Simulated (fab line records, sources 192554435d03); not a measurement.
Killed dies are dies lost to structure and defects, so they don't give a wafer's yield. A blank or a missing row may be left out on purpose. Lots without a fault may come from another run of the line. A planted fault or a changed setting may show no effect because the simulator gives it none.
Which tool did it? | flow n5_finfet | 21 lots, 63 wafers sampled, at 6 steps of a route of 1938

WHAT THE GAUGES READ, wafer by wafer
N5_BEOL_M11_OCD_MEAS_38.
lot  | measured     | on     | trench_depth_nm (nm)
L074 | day 13 17:53 | ocd-01 | 145 148 147
L077 | day 14 10:16 | ocd-01 | 148 144 146
L075 | day 14 16:25 | ocd-02 | 150 148 157
L076 | day 14 18:49 | ocd-02 | 142 151 144
L078 | day 15 04:18 | ocd-02 | 145 146 145
L080 | day 15 07:55 | ocd-01 | 151 158 156
L082 | day 15 10:32 | ocd-01 | 147 152 157
L079 | day 15 21:39 | ocd-02 | 153 152 145
L086 | day 17 00:04 | ocd-02 | 147 148 147
L081 | day 17 05:00 | ocd-02 | 145 146 147
L083 | day 17 08:12 | ocd-01 | 147 148 147
L090 | day 17 19:22 | ocd-01 | 149 152 151
L089 | day 18 06:29 | ocd-02 | 144 144 151
L088 | day 18 15:24 | ocd-01 | 145 146 149
L091 | day 18 17:21 | ocd-02 | 146 155 155
L092 | day 19 01:18 | ocd-02 | 146 152 144
L096 | day 19 00:49 | ocd-01 | 148 145 148
L094 | day 19 01:40 | ocd-01 | 145 150 146
L093 | day 19 19:44 | ocd-01 | 151 144 144
L095 | day 19 20:42 | ocd-02 | 154 151 144
L097 | day 20 04:38 | ocd-01 | 146 152 157

WHICH TOOL RAN EACH LOT (tool, then ch and the chambers of the sampled wafers, then the start)
lot  | N5_BEOL_M11_PECVD_70            | N5_BEOL_M11_STRIP_19               | N5_BEOL_M11_ETCH_66                | N5_BEOL_M11_VIA_ETCH_34            | N5_BEOL_M11_STRIP_36
L074 | pecvd-03 ch 0,1,2, day 13 12:57 | rie_diel-06 ch 0,1,3, day 13 16:17 | rie_diel-05 ch 0,2, day 13 17:28   | rie_diel-05 ch 0,2, day 13 17:35   | rie_diel-05 ch 0,2, day 13 17:40
L077 | pecvd-01 ch 0,1,2, day 14 02:07 | rie_diel-05 ch 0,1,3, day 14 05:47 | rie_diel-05 ch 0,1, day 14 09:51   | rie_diel-05 ch 0,1, day 14 09:58   | rie_diel-05 ch 0,1, day 14 10:02
L075 | pecvd-01 ch 0,1, day 14 12:40   | rie_diel-02 ch 0,1, day 14 13:34   | rie_diel-06 ch 1,2,3, day 14 16:01 | rie_diel-06 ch 1,2,3, day 14 16:08 | rie_diel-06 ch 1,2,3, day 14 16:12
L076 | pecvd-01 ch 0,1,2, day 14 15:41 | rie_diel-02 ch 1,3, day 14 17:45   | rie_diel-02 ch 0,1, day 14 18:25   | rie_diel-02 ch 0,1, day 14 18:32   | rie_diel-02 ch 0,1, day 14 18:35
L078 | pecvd-02 ch 0,2, day 15 01:37   | rie_diel-02 ch 0,3, day 15 03:22   | rie_diel-05 ch 0,3, day 15 03:53   | rie_diel-05 ch 0,3, day 15 04:01   | rie_diel-05 ch 0,3, day 15 04:04
L080 | pecvd-01 ch 0,1, day 15 04:26   | rie_diel-05 ch 0,1,3, day 15 05:56 | rie_diel-06 ch 2,3, day 15 07:30   | rie_diel-06 ch 2,3, day 15 07:37   | rie_diel-06 ch 2,3, day 15 07:41
L082 | pecvd-01 ch 0,2, day 15 05:21   | rie_diel-06 ch 0,1,3, day 15 08:57 | rie_diel-06 ch 1,2,3, day 15 10:07 | rie_diel-06 ch 1,2,3, day 15 10:15 | rie_diel-06 ch 1,2,3, day 15 10:19
L079 | pecvd-02 ch 0,1,2, day 15 17:46 | rie_diel-06 ch 0,2,3, day 15 19:05 | rie_diel-02 ch 0,3, day 15 21:14   | rie_diel-02 ch 0,3, day 15 21:22   | rie_diel-02 ch 0,3, day 15 21:25
L086 | pecvd-01 ch 0,2, day 16 19:18   | rie_diel-05 ch 0,2, day 16 22:16   | rie_diel-05 ch 0,3, day 16 23:39   | rie_diel-05 ch 0,3, day 16 23:46   | rie_diel-05 ch 0,3, day 16 23:50
L081 | pecvd-02 ch 0,2, day 17 00:40   | rie_diel-06 ch 0,3, day 17 02:18   | rie_diel-02 ch 2,3, day 17 04:35   | rie_diel-02 ch 2,3, day 17 04:43   | rie_diel-02 ch 2,3, day 17 04:46
L083 | pecvd-02 ch 0,2, day 17 02:40   | rie_diel-02 ch 0,2,3, day 17 06:06 | rie_diel-05 ch 0,3, day 17 07:47   | rie_diel-05 ch 0,3, day 17 07:55   | rie_diel-05 ch 0,3, day 17 07:59
L090 | pecvd-03 ch 1,2, day 17 14:36   | rie_diel-02 ch 1,3, day 17 17:14   | rie_diel-05 ch 1,2, day 17 18:57   | rie_diel-05 ch 1,2, day 17 19:05   | rie_diel-05 ch 1,2, day 17 19:08
L089 | pecvd-01 ch 1,2, day 18 03:31   | rie_diel-06 ch 2,3, day 18 04:37   | rie_diel-02 ch 0,1,3, day 18 06:04 | rie_diel-02 ch 0,1,3, day 18 06:11 | rie_diel-02 ch 0,1,3, day 18 06:16
L088 | pecvd-03 ch 0,2, day 18 07:23   | rie_diel-05 ch 0,3, day 18 11:02   | rie_diel-02 ch 1,2, day 18 14:59   | rie_diel-02 ch 1,2, day 18 15:07   | rie_diel-02 ch 1,2, day 18 15:10
L091 | pecvd-01 ch 0,1,2, day 18 12:20 | rie_diel-05 ch 0,2,3, day 18 16:25 | rie_diel-06 ch 0,3, day 18 16:56   | rie_diel-06 ch 0,3, day 18 17:04   | rie_diel-06 ch 0,3, day 18 17:07
L092 | pecvd-03 ch 1,2, day 18 18:35   | rie_diel-06 ch 0,2,3, day 18 21:31 | rie_diel-06 ch 1,3, day 19 00:53   | rie_diel-06 ch 1,3, day 19 01:01   | rie_diel-06 ch 1,3, day 19 01:05
L096 | pecvd-02 ch 1,2, day 18 19:40   | rie_diel-05 ch 0,2,3, day 18 21:38 | rie_diel-05 ch 0,2,3, day 19 00:24 | rie_diel-05 ch 0,2,3, day 19 00:31 | rie_diel-05 ch 0,2,3, day 19 00:35
L094 | pecvd-02 ch 0,1,2, day 18 19:47 | rie_diel-05 ch 0,1,3, day 18 21:46 | rie_diel-02 ch 1,2,3, day 19 01:16 | rie_diel-02 ch 1,2,3, day 19 01:23 | rie_diel-02 ch 1,2,3, day 19 01:27
L093 | pecvd-01 ch 1,2, day 19 14:49   | rie_diel-06 ch 0,2, day 19 17:33   | rie_diel-05 ch 1,3, day 19 19:20   | rie_diel-05 ch 1,3, day 19 19:28   | rie_diel-05 ch 1,3, day 19 19:31
L095 | pecvd-03 ch 0,1,2, day 19 15:42 | rie_diel-05 ch 1,3, day 19 17:35   | rie_diel-06 ch 1,2,3, day 19 20:18 | rie_diel-06 ch 1,2,3, day 19 20:25 | rie_diel-06 ch 1,2,3, day 19 20:29
L097 | pecvd-02 ch 0,1,2, day 19 22:49 | rie_diel-05 ch 1,2,3, day 20 01:29 | rie_diel-06 ch 1,2,3, day 20 04:14 | rie_diel-06 ch 1,2,3, day 20 04:21 | rie_diel-06 ch 1,2,3, day 20 04:25
- N5_BEOL_M11_PECVD_70: deposits SiO2 from TEOS/O2, target thk 20 nm, time 22.7 s.
- N5_BEOL_M11_STRIP_19: strips in O2.
- N5_BEOL_M11_ETCH_66: etches SOC in N2/H2, target depth 120 nm, overetch 24 nm, time 180 s.
- N5_BEOL_M11_VIA_ETCH_34: etches SiCOH lowk in C4F6/O2, target depth 184.5 nm, time 69.2 s.
- N5_BEOL_M11_STRIP_36: strips in N2/H2.

WHAT THE TOOLS THEMSELVES READ (means of the sampled wafers that have a number; where no wafer has one, the mark that the record gives instead)
N5_BEOL_M11_PECVD_70.
lot  | tool     | heater_power_w (W) | rf_fwd_power_W (W) | showerhead_plenum_p_Torr (Torr) | throttle_valve_pct (%)
L074 | pecvd-03 | 693                | 443.0              | 8.77                            | 23.0
L077 | pecvd-01 | 717                | 444.4              | 8.79                            | 22.2
L075 | pecvd-01 | 730                | 443.9              | 8.82                            | 21.8
L076 | pecvd-01 | 761                | 442.9              | 8.80                            | 21.9
L078 | pecvd-02 | 678                | 445.6              | 8.74                            | 21.2
L080 | pecvd-01 | 691                | 444.8              | 8.76                            | 22.9
L082 | pecvd-01 | 709                | 442.8              | 8.73                            | 23.1
L079 | pecvd-02 | 742                | 446.2              | 8.77                            | 21.9
L086 | pecvd-01 | 689                | 444.7              | 8.76                            | 22.3
L081 | pecvd-02 | 782                | 446.5              | 8.73                            | 21.3
L083 | pecvd-02 | 654                | 445.4              | 8.74                            | 21.4
L090 | pecvd-03 | 735                | 443.8              | 8.72                            | 22.6
L089 | pecvd-01 | 740                | 445.5              | 8.82                            | 21.0
L088 | pecvd-03 | 714                | 442.5              | 8.81                            | 23.2
L091 | pecvd-01 | 748                | 443.7              | 8.80                            | 22.2
L092 | pecvd-03 | 786                | 440.8              | 8.72                            | 22.2
L096 | pecvd-02 | 828                | 444.8              | 8.75                            | 21.3
L094 | pecvd-02 | 742                | 444.9              | 8.76                            | 21.4
L093 | pecvd-01 | 664                | 443.6              | 8.79                            | 21.3
L095 | pecvd-03 | 723                | 442.6              | 8.76                            | 22.9
L097 | pecvd-02 | 719                | 445.5              | 8.76                            | 21.3

N5_BEOL_M11_STRIP_19.
lot  | tool        | drypump_motor_current_A (A) | oes_product_au (a.u.) | rf_vpp_V (V) | showerhead_plenum_p_Torr (Torr) | throttle_valve_pct (%)
L074 | rie_diel-06 | 5.8                         | 0.81                  | 3.5          | 2.13                            | 16.60
L077 | rie_diel-05 | 5.4                         | 0.69                  | 3.7          | 2.03                            | 16.76
L075 | rie_diel-02 | 5.3                         | 0.88                  | 3.4          | 2.23                            | 16.82
L076 | rie_diel-02 | 5.9                         | 0.79                  | 3.8          | 2.08                            | 16.86
L078 | rie_diel-02 | 5.4                         | 0.84                  | 3.8          | 2.09                            | 16.90
L080 | rie_diel-05 | 5.4                         | 0.69                  | 4.0          | 2.03                            | 16.78
L082 | rie_diel-06 | 5.8                         | 0.79                  | 3.4          | 2.12                            | 16.60
L079 | rie_diel-06 | 5.8                         | 0.85                  | 3.5          | 2.08                            | 16.49
L086 | rie_diel-05 | 5.7                         | 0.71                  | 3.5          | 2.11                            | 16.73
L081 | rie_diel-06 | 5.9                         | 0.77                  | 3.6          | 2.07                            | 16.74
L083 | rie_diel-02 | 5.2                         | 0.86                  | 3.7          | 2.13                            | 16.76
L090 | rie_diel-02 | 5.9                         | 0.77                  | 4.2          | 2.07                            | 16.89
L089 | rie_diel-06 | 5.7                         | 0.89                  | 3.4          | 2.06                            | 16.30
L088 | rie_diel-05 | 5.5                         | 0.67                  | 3.3          | 1.98                            | 16.76
L091 | rie_diel-05 | 5.6                         | 0.68                  | 3.5          | 2.04                            | 16.76
L092 | rie_diel-06 | 5.8                         | 0.82                  | 3.3          | 2.07                            | 16.53
L096 | rie_diel-05 | 5.6                         | 0.68                  | 3.4          | 2.04                            | 16.78
L094 | rie_diel-05 | 5.4                         | 0.74                  | 4.2          | 2.02                            | 16.66
L093 | rie_diel-06 | 5.7                         | 0.78                  | 3.6          | 2.05                            | 16.61
L095 | rie_diel-05 | 5.7                         | 0.74                  | 3.7          | 2.02                            | 16.57
L097 | rie_diel-05 | 5.8                         | 0.74                  | 3.6          | 2.08                            | 16.57

N5_BEOL_M11_ETCH_66.
lot  | tool        | bias_w (W) | drypump_motor_current_A (A) | oes_product_au (a.u.) | rf_fwd_power_W (W) | rf_vpp_V (V) | showerhead_plenum_p_Torr (Torr) | throttle_valve_pct (%)
L074 | rie_diel-05 | 150.4      | 5.4                         | 0.58                  | 837.8              | 522.2        | 2.50                            | 18.0
L077 | rie_diel-05 | 150.0      | 5.2                         | 0.57                  | 837.3              | 522.6        | 2.47                            | 18.0
L075 | rie_diel-06 | 150.1      | 5.7                         | 0.71                  | 835.8              | 525.2        | 2.57                            | 17.5
L076 | rie_diel-02 | 149.8      | 5.9                         | 0.67                  | 835.0              | 527.4        | 2.67                            | 17.8
L078 | rie_diel-05 | 150.6      | 5.2                         | 0.57                  | 837.5              | 519.5        | 2.41                            | 17.9
L080 | rie_diel-06 | 149.8      | 5.9                         | 0.72                  | 838.2              | 524.6        | 2.55                            | 17.6
L082 | rie_diel-06 | 150.1      | 5.8                         | 0.70                  | 837.2              | 523.9        | 2.57                            | 17.5
L079 | rie_diel-02 | 149.7      | 5.1                         | 0.70                  | 835.7              | 527.2        | 2.61                            | 18.2
L086 | rie_diel-05 | 150.2      | 5.5                         | 0.56                  | 836.4              | 519.8        | 2.41                            | 17.9
L081 | rie_diel-02 | 150.2      | 5.5                         | 0.66                  | 836.5              | 522.4        | 2.52                            | 18.3
L083 | rie_diel-05 | 150.3      | 5.5                         | 0.56                  | 837.7              | 520.4        | 2.40                            | 17.9
L090 | rie_diel-05 | 149.9      | 5.8                         | 0.70                  | 837.2              | 526.2        | 2.63                            | 17.8
L089 | rie_diel-02 | 150.0      | 5.6                         | 0.65                  | 836.9              | 525.3        | 2.60                            | 18.1
L088 | rie_diel-02 | 150.0      | 5.9                         | 0.65                  | 834.0              | 526.2        | 2.62                            | 17.7
L091 | rie_diel-06 | 150.3      | 6.0                         | 0.65                  | 838.5              | 524.2        | 2.56                            | 17.9
L092 | rie_diel-06 | 150.1      | 5.7                         | 0.63                  | 839.0              | 525.7        | 2.61                            | 17.6
L096 | rie_diel-05 | 150.2      | 5.6                         | 0.56                  | 835.1              | 522.4        | 2.49                            | 18.0
L094 | rie_diel-02 | 150.3      | 5.7                         | 0.65                  | 838.1              | 524.5        | 2.57                            | 18.0
L093 | rie_diel-05 | 150.6      | 5.7                         | 0.61                  | 837.0              | 521.9        | 2.47                            | 17.9
L095 | rie_diel-06 | 150.2      | 5.7                         | 0.66                  | 838.9              | 525.0        | 2.55                            | 17.5
L097 | rie_diel-06 | 150.1      | 5.7                         | 0.66                  | 836.6              | 525.3        | 2.55                            | 17.5

N5_BEOL_M11_VIA_ETCH_34.
lot  | tool        | bias_w (W) | drypump_motor_current_A (A) | oes_product_au (a.u.) | rf_fwd_power_W (W) | rf_vpp_V (V) | showerhead_plenum_p_Torr (Torr) | throttle_valve_pct (%)
L074 | rie_diel-05 | 184.7      | 5.4                         | 0.71                  | 342.2              | 679          | 2.79                            | 20.97
L077 | rie_diel-05 | 184.8      | 5.2                         | 0.69                  | 342.3              | 678          | 2.78                            | 21.07
L075 | rie_diel-06 | 185.8      | 5.7                         | 0.88                  | 342.6              | 670          | 2.89                            | 20.68
L076 | rie_diel-02 | 185.4      | 5.9                         | 0.82                  | 341.8              | 691          | 2.98                            | 20.87
L078 | rie_diel-05 | 184.5      | 5.2                         | 0.70                  | 341.5              | 683          | 2.70                            | 20.95
L080 | rie_diel-06 | 184.6      | 5.9                         | 0.91                  | 342.3              | 672          | 2.87                            | 20.81
L082 | rie_diel-06 | 185.2      | 5.7                         | 0.86                  | 342.9              | 670          | 2.89                            | 20.68
L079 | rie_diel-02 | 184.9      | 5.1                         | 0.86                  | 340.2              | 697          | 2.90                            | 21.05
L086 | rie_diel-05 | 184.6      | 5.5                         | 0.70                  | 342.8              | 674          | 2.70                            | 20.91
L081 | rie_diel-02 | 185.2      | 5.5                         | 0.81                  | 342.7              | 696          | 2.78                            | 20.93
L083 | rie_diel-05 | 185.5      | 5.5                         | 0.69                  | 341.6              | 675          | 2.70                            | 20.91
L090 | rie_diel-05 | 184.3      | 5.8                         | 0.86                  | 342.2              | 681          | 2.94                            | 20.90
L089 | rie_diel-02 | 184.5      | 5.6                         | 0.80                  | 340.7              | 699          | 2.88                            | 21.01
L088 | rie_diel-02 | 185.1      | 6.0                         | 0.79                  | 341.4              | 681          | 2.93                            | 20.74
L091 | rie_diel-06 | 185.0      | 6.0                         | 0.81                  | 341.7              | 680          | 2.87                            | 21.05
L092 | rie_diel-06 | 184.5      | 5.7                         | 0.78                  | 340.5              | 677          | 2.91                            | 20.71
L096 | rie_diel-05 | 185.0      | 5.6                         | 0.68                  | 343.1              | 671          | 2.78                            | 20.97
L094 | rie_diel-02 | 185.1      | 5.7                         | 0.79                  | 342.8              | 688          | 2.85                            | 20.86
L093 | rie_diel-05 | 185.1      | 5.7                         | 0.75                  | 341.6              | 675          | 2.77                            | 20.87
L095 | rie_diel-06 | 185.3      | 5.7                         | 0.82                  | 341.8              | 669          | 2.87                            | 20.73
L097 | rie_diel-06 | 184.4      | 5.7                         | 0.82                  | 342.5              | 669          | 2.87                            | 20.72

N5_BEOL_M11_STRIP_36.
lot  | tool        | drypump_motor_current_A (A) | oes_product_au (a.u.) | rf_vpp_V (V) | showerhead_plenum_p_Torr (Torr) | throttle_valve_pct (%)
L074 | rie_diel-05 | 5.4                         | 0.71                  | 58.7         | 2.49                            | 23.9
L077 | rie_diel-05 | 5.2                         | 0.68                  | 57.1         | 2.47                            | 23.9
L075 | rie_diel-06 | 5.7                         | 0.89                  | 55.5         | 2.56                            | 23.3
L076 | rie_diel-02 | 5.9                         | 0.82                  | 60.8         | 2.66                            | 23.6
L078 | rie_diel-05 | 5.3                         | 0.70                  | 59.4         | 2.41                            | 23.8
L080 | rie_diel-06 | 5.9                         | 0.90                  | 59.1         | 2.54                            | 23.4
L082 | rie_diel-06 | 5.7                         | 0.85                  | 60.3         | 2.56                            | 23.3
L079 | rie_diel-02 | 5.1                         | 0.86                  | 60.6         | 2.61                            | 24.2
L086 | rie_diel-05 | 5.5                         | 0.68                  | 58.0         | 2.40                            | 23.7
L081 | rie_diel-02 | 5.5                         | 0.82                  | 59.6         | 2.51                            | 24.3
L083 | rie_diel-05 | 5.5                         | 0.68                  | 57.5         | 2.40                            | 23.7
L090 | rie_diel-05 | 5.8                         | 0.85                  | 59.4         | 2.63                            | 23.8
L089 | rie_diel-02 | 5.6                         | 0.80                  | 59.9         | 2.59                            | 24.0
L088 | rie_diel-02 | 5.9                         | 0.80                  | 60.3         | 2.62                            | 23.4
L091 | rie_diel-06 | 5.9                         | 0.80                  | 59.6         | 2.55                            | 23.8
L092 | rie_diel-06 | 5.7                         | 0.77                  | 58.4         | 2.60                            | 23.3
L096 | rie_diel-05 | 5.6                         | 0.67                  | 58.6         | 2.48                            | 23.9
L094 | rie_diel-02 | 5.7                         | 0.82                  | 60.2         | 2.57                            | 23.9
L093 | rie_diel-05 | 5.7                         | 0.74                  | 60.2         | 2.47                            | 23.6
L095 | rie_diel-06 | 5.7                         | 0.82                  | 58.1         | 2.55                            | 23.3
L097 | rie_diel-06 | 5.7                         | 0.81                  | 58.5         | 2.55                            | 23.3

THE ANSWER, worked out from the rows above alone
Rule: what is usual is taken from the lots themselves. Put in order of their means at a reading, lots are off if they are a third of the lots or fewer, leave a main group of 4 or more, and stand apart from it by a gap of 3 or more times the standard deviation of the main group's means; of several such gaps the widest counts. A main group whose means are all the same, to the digits that the tables above print for the reading, isn't used. A lot without any number at a reading at which 4 lots or more have one is off too. The other lots that the step has rows for count as sound. The gauges are gone through in route order, then the tools' own readings, and for those a lot's mean is taken as printed above. The first step at which some lot is off is used, and at that step the reading that is off furthest; a lot without a number counts as furthest.
No lot is off at any reading shown: from this, nothing can be told.

WHAT THE SIMULATOR HAD PUT IN
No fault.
